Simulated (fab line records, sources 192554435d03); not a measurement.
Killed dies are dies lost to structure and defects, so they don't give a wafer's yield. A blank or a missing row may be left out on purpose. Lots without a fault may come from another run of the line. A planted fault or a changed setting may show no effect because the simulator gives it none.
fab line records | flow n5_finfet
record lots=6 wafers=16 last_day=19
route steps=1938 shown BEOL_M1@826 BEOL_M4@1111 PASSIVATION@1936
lots that met no fault: from a run of the same line without faults
start_h: hours from the record's first day to the start of the lot's first wafer shown | wait_h: hours since the lot's step before | " the same as in the row above | L1.1+2: a row that stands for several wafers | - no value, or no start given | * or withheld: withheld | < > ~ a bound
route shown NAME@n: a module of which the file shows steps, and the number in the route of the first | usual: mean/standard deviation of fault-free wafers | same: alike in all rows | chamber/n: place in a boat | sites: the reading at each site | _std_site: their standard deviation | _edge_site: outer sites' mean less inner sites' | radius_mm: how far each site lies from the wafer's centre | mask NAME#n: copy n | behind: the tool/chamber that last shaped the wafer | hold: why the lot was held/for how many hours/how that ended | device: the transistor (n, p or np) that didn't switch | end of line: the same wafers' tests at the end of the route | a step without rows: its recipe alone | killed: dies lost to structure and defects at the first sort, not the wafer's yield | map: a wafer's dies, x killed, . not, _ none there
set.NAME: the setting as run; set.NAME@STEP: as run at that earlier step | model.NAME: the simulator's own value behind a step, which no gauge read
lots at some steps of the route; a table a step, a row a wafer
services: from which hour (start_h, from the record's first day; less than 0 if before it) a tool's chamber was out of use, for how many hours, and why
## steps
# step N5_BEOL_M1_SPUTTER_92
# recipe material=Cu target_thk_a=45 temp_c=-20 chamber_pressure_pa=0.07 power_w=withheld time_s=8.29
# step N5_BEOL_M1_ANNEAL_93
# recipe temp_c=400 time_s=240 ambient=vacuum
# usual heater_power_w=825/120
# columns lot.wafer tool chamber start_h wait_h heater_power_w
L324.1 pvd_sputter-01 - 139.84 0.0 893
L324.4 " - " " 864
L324.5 " - " " 563
L327.1 pvd_sputter-03 - 159.96 0.0 741
L327.2 " - " " 847
L327.4 " - " " 967
L335.1 pvd_sputter-03 - 198.98 0.0 837
L335.4 " - " " 732
L335.5 " - " " 744
L337.3 pvd_sputter-01 - 218.84 0.0 552
L337.4 " - " " 835
L337.5 " - " " 852
L344.4 pvd_sputter-03 - 270.87 0.0 947
L344.5 " - " " 939
L346.3 pvd_sputter-02 - 283.03 0.0 813
L346.4 " - " " 912
# step N5_BEOL_M1_SPUTTER_94
# recipe material=Cu target_thk_a=45 temp_c=-20 chamber_pressure_pa=0.07 power_w=withheld time_s=8.29
# step N5_BEOL_M1_ANNEAL_95
# recipe temp_c=400 time_s=240 ambient=vacuum
# usual heater_power_w=824/120
# columns lot.wafer tool chamber start_h wait_h heater_power_w
L324.1 pvd_sputter-01 - 140.06 0.0 915
L324.4 " - " " 853
L324.5 " - " " 569
L327.1 pvd_sputter-03 - 160.18 0.0 751
L327.2 " - " " 837
L327.4 " - " " 939
L335.1 pvd_sputter-03 - 199.20 0.0 832
L335.4 " - " " 738
L335.5 " - " " 744
L337.3 pvd_sputter-01 - 219.06 0.0 541
L337.4 " - " " 858
L337.5 " - " " 869
L344.4 pvd_sputter-03 - 271.09 0.0 942
L344.5 " - " " 974
L346.3 pvd_sputter-02 - 283.25 0.0 819
L346.4 " - " " 932
# step N5_BEOL_M1_SPUTTER_96
# recipe material=Cu target_thk_a=45 temp_c=-20 chamber_pressure_pa=0.07 power_w=withheld time_s=8.29
# usual chamber_pressure_pa=0.07/0.00015 substrate_temp_c=-20.01/0.095 throttle_valve_pct=30.6/1
# columns lot.wafer tool chamber start_h wait_h chamber_pressure_pa substrate_temp_c throttle_valve_pct
L324.1 pvd_sputter-01 - 140.20 0.1 0.07011 -20.14 30.5
L324.4 " - " " 0.07012 -19.96 31.1
L324.5 " - " " 0.07008 -20.12 29.5
L327.1 pvd_sputter-03 - 160.32 0.1 0.07002 -20.03 28.5
L327.2 " - " " 0.06993 -19.94 30.3
L327.4 " - " " 0.07017 -20.16 31.5
L335.1 pvd_sputter-03 - 199.34 0.1 0.06993 -19.96 30.6
L335.4 " - " " 0.0699 -20.02 30.9
L335.5 " - " " 0.06995 -20.04 30.9
L337.3 pvd_sputter-01 - 219.20 0.1 0.0699 -20.11 29.6
L337.4 " - " " 0.07014 -20.04 32.2
L337.5 " - " " 0.07006 -20.06 32.3
L344.4 pvd_sputter-03 - 271.23 0.1 0.06985 -20.14 31.1
L344.5 " - " " 0.06995 -20.08 31.3
L346.3 pvd_sputter-02 - 283.39 0.1 0.06992 -19.88 32.3
L346.4 " - " " 0.07008 -19.93 30.3
# step N5_BEOL_M1_ECD_50
# recipe material=Cu target_thk_a=3000
# step N5_BEOL_M1_ANNEAL_51
# recipe temp_c=225 time_s=90 ambient=N2
# step N5_BEOL_M1_CMP_52
# recipe stop_on=SiOC t_overpolish_s=6.8 down_force_psi=1 platen_rpm=50 clearing_platen_down_force_psi=1.5 clearing_platen_rpm=50 post_cmp_clean=cu_alkaline target_thk_nm=40 clearing_platen_pad_velocity_m_s=0.99484 pad_velocity_m_s=0.99484
# usual barrier_field_endpoint_s=24.6/0.72 motor_current_A=6.0/0.8 overpolish_run_s=6.801/0.0099 retaining_ring_pressure_frac=1.001/0.0056 time_to_endpoint_s=61/3.4
# columns lot.wafer tool chamber start_h wait_h barrier_field_endpoint_s motor_current_A overpolish_run_s retaining_ring_pressure_frac time_to_endpoint_s
L324.4 cmp-04 2 140.69 0.1 24.7 5.5 6.811 0.993 62
L324.1 " 3 " " 24.9 6.7 6.823 0.997 66
L324.5 " 3 " " 25.5 6.7 6.797 0.999 65
L327.4 cmp-02 1 160.81 0.1 24.4 5.2 6.811 0.993 62
L327.1 " 2 " " 23.8 5.6 6.790 0.998 61
L327.2 " 3 " " 25.1 6.0 6.806 1.009 66
L335.4 cmp-02 0 200.96 0.2 25.2 6.6 6.778 1.006 66
L335.1 " 2 " " 24.3 5.9 6.792 1.003 62
L335.5 " 0 " " 25.1 6.5 6.789 1.005 64
L337.3 cmp-03 1 219.70 0.2 24.5 5.9 6.783 1.009 60
L337.4 " 3 " " 25.5 4.7 6.809 0.991 61
L337.5 " 1 " " 24.6 6.1 6.791 1.013 56
L344.4 cmp-04 0 271.72 0.1 26.1 5.0 6.810 1.004 69
L344.5 " 0 " " 25.9 4.9 6.797 1.001 67
L346.4 cmp-04 0 283.96 0.2 26.3 4.9 6.812 1.003 69
L346.3 " 1 " " 25.5 5.9 6.806 1.006 66
# step N5_BEOL_M1_THK_MEAS_53
# recipe thk_meas_gauge=xrf reads=Cu_of_BEOL_M1_ECD_50
# usual M1_THK=39.1/1.7
# columns lot.wafer tool chamber start_h wait_h M1_THK[nm]
L324.1 film_metro-01 - 140.99 - 38.6
L324.4 " - " " 39.5
L324.5 " - " " 40.1
L327.1 film_metro-01 - 161.10 - 40.5
L327.2 " - " " 39.2
L327.4 " - " " 40.3
L335.1 film_metro-02 - 201.22 - 38.5
L335.4 " - " " 40.8
L335.5 " - " " 38.7
L337.3 film_metro-01 - 220.00 - 37.3
L337.4 " - " " 36.4
L337.5 " - " " 37.8
L344.4 film_metro-02 - 272.01 - 40.6
L344.5 " - " " 41.3
L346.3 film_metro-01 - 284.18 - 40.0
L346.4 " - " " 39.7
# step N5_BEOL_M1_PRE_CLEAN_60
# recipe gas=NH3/H2 time_s=15 temp_c=* rf_power_w=300
# usual heater_power_w=86/13 rf_fwd_power_W=297.0/1.2
# columns lot.wafer tool chamber start_h wait_h heater_power_w rf_fwd_power_W
L324.1 cvd_co-02 2 141.02 0.0 65 298.7
L324.4 " 2 " " 64 296.1
L324.5 " 0 " " 81 297.7
L327.1 cvd_co-01 2 161.14 0.0 76 298.1
L327.2 " 0 " " 109 296.2
L327.4 " 0 " " 106 296.7
L335.1 cvd_co-02 2 201.25 0.0 64 296.6
L335.4 " 0 " " 82 296.6
L335.5 " 2 " " 67 297.5
L337.3 cvd_co-02 2 220.03 0.0 67 295.1
L337.4 " 1 " " 85 297.9
L337.5 " 2 " " 66 296.9
L344.4 cvd_co-01 1 272.07 0.1 83 297.6
L344.5 " 0 " " 110 296.8
L346.3 cvd_co-01 1 284.22 0.0 81 298.1
L346.4 " 0 " " 107 296.7
# step N5_BEOL_M1_CO_CAP_55
# recipe material=Co target_thk_a=20 temp_c=200 precursor=CCTBA/H2 pressure_torr=30 time_s=102.1
# step N5_BEOL_M1_PRE_CLEAN_56
# recipe gas=NH3 time_s=15 temp_c=withheld rf_power_w=300
# step N5_BEOL_M1_DEP_57
# recipe material=SiCN target_thk_a=80 temp_c=withheld precursor=3MS/NH3 pressure_torr=3 rf_w=202 time_s=14
# usual rf_fwd_power_W=199.8/0.79 showerhead_plenum_p_Torr=3.662/0.01 throttle_valve_pct=8.9/0.51
# columns lot.wafer tool chamber start_h wait_h rf_fwd_power_W showerhead_plenum_p_Torr throttle_valve_pct model.SiCN_of_BEOL_M1_DEP_57.thk_nm
L324.1 pecvd-02 1 141.18 0.0 200.3 3.658 9.1 8
L324.4 " 0 " " 200.6 3.656 9.9 8
L324.5 " 2 " " 199.7 3.645 8.3 8
L327.1 pecvd-04 0 161.30 0.0 197.5 3.644 9.2 7.8
L327.2 " 1 " " 198.1 3.684 9.6 8
L327.4 " 2 " " 199.0 3.673 9.0 8
L335.1 pecvd-01 1 201.41 0.0 199.8 3.666 9.1 7.8
L335.4 " 1 " " 201.1 3.664 9.1 8
L335.5 " 0 " " 200.0 3.668 8.6 8
L337.3 pecvd-04 2 220.19 0.0 199.0 3.678 8.9 7.6
L337.4 " 1 " " 198.9 3.680 9.5 8
L337.5 " 2 " " 199.5 3.668 9.1 7.8
L344.4 pecvd-02 1 272.22 0.0 - 3.669 8.7 4.4
L344.5 " 2 " " 200.0 3.643 8.2 8
L346.3 pecvd-02 0 284.37 0.0 199.3 3.664 9.8 7.8
L346.4 " 1 " " - 3.666 8.9 4.2
# step N5_BEOL_M1_RS_MEAS_58
# recipe thk_meas_gauge=four-point-probe reads=Co_of_BEOL_M1_CO_CAP_55+Cu_of_BEOL_M1_ECD_50+Co_of_BEOL_M1_CVD_47+TaN_of_BEOL_M1_ALD_84
# usual M1_RS=0.68/0.037
# columns lot.wafer tool chamber start_h wait_h M1_RS[ohm/sq]
L324.1 film_metro-01 - 141.25 0.0 0.69
L324.4 " - " " 0.67
L324.5 " - " " 0.65
L327.1 film_metro-01 - 161.37 0.0 0.64
L327.2 " - " " 0.67
L327.4 " - " " 0.65
L335.1 film_metro-02 - 201.48 0.0 0.69
L335.4 " - " " 0.64
L335.5 " - " " 0.69
L337.3 film_metro-01 - 220.26 0.1 0.73
L337.4 " - " " 0.75
L337.5 " - " " 0.71
L344.4 film_metro-01 - 272.28 0.0 0.65
L344.5 " - " " 0.64
L346.3 film_metro-02 - 284.44 0.1 0.65
L346.4 " - " " 0.66
# step N5_BEOL_M4_RC_MEAS_101
# usual DIBL_N=35.1/1.6 DIBL_P=34.9/1.8 IOFF_N=0.143/0.026 IOFF_P=0.21/0.037 ION_N=671/11 ION_P=463/7.8 SS_N=71.2/0.58 SS_P=73.0/0.54 VT_N=251/3 VT_P=-250/4.1
# columns lot.wafer tool chamber start_h wait_h DIBL_N[mV/V] DIBL_P[mV/V] IOFF_N[nA/um] IOFF_P[nA/um] ION_N[uA/um] ION_P[uA/um] SS_N[mV/dec] SS_P[mV/dec] VT_N[mV] VT_P[mV]
L324.1 prober-02 0 186.89 0.0 36.6 36.0 0.177 0.23 693 468 70.9 72.4 247 -246
L324.4 " 0 " " 36.0 36.2 0.172 0.24 691 478 71.3 73.6 246 -244
L324.5 " 0 " " 37.3 37.4 0.191 0.26 688 473 71.5 72.5 248 -243
L327.1 prober-01 0 196.16 0.0 33.1 32.3 0.121 0.16 664 458 70.9 72.4 252 -256
L327.2 " 0 " " 33.7 32.6 0.119 0.16 658 454 71.7 72.9 256 -256
L327.4 " 0 " " 32.3 32.0 0.117 0.15 667 458 71.0 72.7 251 -257
L335.1 prober-01 0 249.97 0.0 34.6 33.2 0.116 0.15 673 452 70.6 73.0 255 -257
L335.4 " 0 " " 35.2 34.2 0.126 0.17 668 461 71.3 72.4 255 -255
L335.5 " 0 " " 33.8 32.4 0.111 0.15 663 451 70.7 72.0 255 -255
L337.3 prober-02 0 283.86 0.4 33.6 34.5 0.133 0.19 675 463 70.5 73.1 251 -251
L337.4 " 0 " " 33.7 34.6 0.126 0.20 667 461 71.0 73.0 253 -253
L337.5 " 0 " " 32.1 33.4 0.114 0.18 667 467 70.3 72.9 255 -251
L344.4 prober-01 0 331.26 0.5 36.4 36.4 0.153 0.22 671 468 71.5 72.9 252 -250
L344.5 " 0 " " 35.4 36.0 0.141 0.22 672 471 71.1 73.3 249 -247
L346.3 prober-01 0 339.92 0.9 37.5 36.4 0.162 0.26 673 469 71.4 73.5 252 -244
L346.4 " 0 " " 36.3 35.8 0.155 0.26 670 474 71.6 73.3 251 -245
# step N5_PASSIVATION_PROBE_49
# usual defect_limited_yield=91.1/1.4 killed_at_M0_to_M3=36/11 killed_at_M4_up=14/5.2 killed_at_contacts=12/6.1 killed_at_front_end=40/12 killed_at_other=3.2/2.5 killed_dies=105/16 killed_open=68/12 killed_short=35/8.7 sort_bin_5_function=5.2/0.89 sort_bin_6_memory=3.3/0.66 sort_n_pass=1074/16 sort_yield_pct=91.1/1.4
# same gross_dies=1180 killed_at_back_side=0 sort_bin_4_leakage[%]=0 sort_bin_8_speed[%]=0
# columns lot.wafer tool chamber start_h wait_h defect_limited_yield[%] killed_at_M0_to_M3 killed_at_M4_up killed_at_contacts killed_at_front_end killed_at_other killed_dies killed_open killed_short sort_bin_5_function[%] sort_bin_6_memory[%] sort_n_pass sort_yield_pct[%]
L327.1 prober-02 - 325.56 0.0 92.5 30 5 10 39 5 89 55 30 4.2 3.0 1091 92.5
L327.2 prober-02 - 325.61 0.1 89.4 39 6 27 50 3 125 90 33 6.6 3.7 1055 89.4
L327.4 prober-02 - 325.71 0.2 92.6 27 8 16 35 1 87 59 27 4.5 2.6 1093 92.6
# killed by level:class
L327.1 BEOL_M1:geometric_particle:open=11 GATE_CUT:geometric_particle:short=9 FIN_SAQP:geometric_particle:open=8 MOL_CONTACT_COAG:geometric_particle:open=8 BEOL_M2:geometric_particle:open=7 GATE_CUT:geometric_particle:open=6 FIN_SAQP:geometric_particle:short=5 BEOL_M0_SAQP:geometric_particle:short=3
L327.2 MOL_CONTACT_COAG:geometric_particle:open=24 FIN_SAQP:geometric_particle:open=20 BEOL_M0_SAQP:geometric_particle:short=9 BEOL_M0_SAQP:geometric_particle:open=8 STI_FIN_REVEAL:geometric_particle:open=8 BEOL_M2:geometric_particle:open=7 BEOL_M0:geometric_particle:open=6 FIN_SAQP:geometric_particle:short=5
L327.4 MOL_CONTACT_COAG:geometric_particle:open=13 FIN_SAQP:geometric_particle:open=11 GATE_CUT:geometric_particle:short=10 BEOL_M1:geometric_particle:open=7 BEOL_M0_SAQP:geometric_particle:open=6 BEOL_M2:geometric_particle:open=5 MOL_CONTACT_COAG:geometric_particle:short=3 BEOL_M0_SAQP:geometric_particle:short=3
## services
# columns tool chamber start_h hours kind
cvd_co-02 2 119.44 5.6 repair
cvd_co-01 - 131.06 0.4 repair
cmp-02 - 132.78 1.0 repair
cvd_co-02 - 135.12 4.3 pm
pecvd-02 1 138.98 2.1 scheduled_down
pecvd-04 0 157.67 2.1 scheduled_down
cvd_co-02 - 163.65 6.9 pm
pecvd-01 0 166.14 7.5 repair
pvd_sputter-03 - 168.35 2.5 repair
cmp-03 - 173.24 4.4 repair
pecvd-01 - 175.72 2.8 pm
cmp-02 - 190.77 2.5 repair
pecvd-04 1 192.15 2.1 scheduled_down
pecvd-02 2 194.93 2.1 scheduled_down
cmp-03 - 203.97 4.0 pm
cmp-04 - 204.99 14.7 pm
cmp-03 - 207.97 - consumable_replace:conditioner
pecvd-01 - 216.05 2.1 repair
pecvd-01 - 227.20 4.2 repair
cmp-04 - 231.45 1.2 repair
cmp-03 - 248.53 0.6 repair
pecvd-02 - 250.45 0.5 repair
cvd_co-02 - 254.53 0.8 repair
pvd_sputter-03 - 256.81 10.5 repair
## key
first_sign none at tools or gauges
model_effect step=N5_BEOL_M1_DEP_57 value=SiCN_of_BEOL_M1_DEP_57.thk_nm without=8 struck=4.3
met_at N5_BEOL_M1_DEP_57
struck_wafers L344.4,L346.4
onset_between 141.18 272.22
fault kind=process_parameter_drift tool=pecvd-02 chamber=- onset_h=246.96 steps=N5_BEOL_M1_DEP_57 channel=time_s offset=* shape=step end_h=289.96 scope=struck_wafers_only acts_in=* stated=*
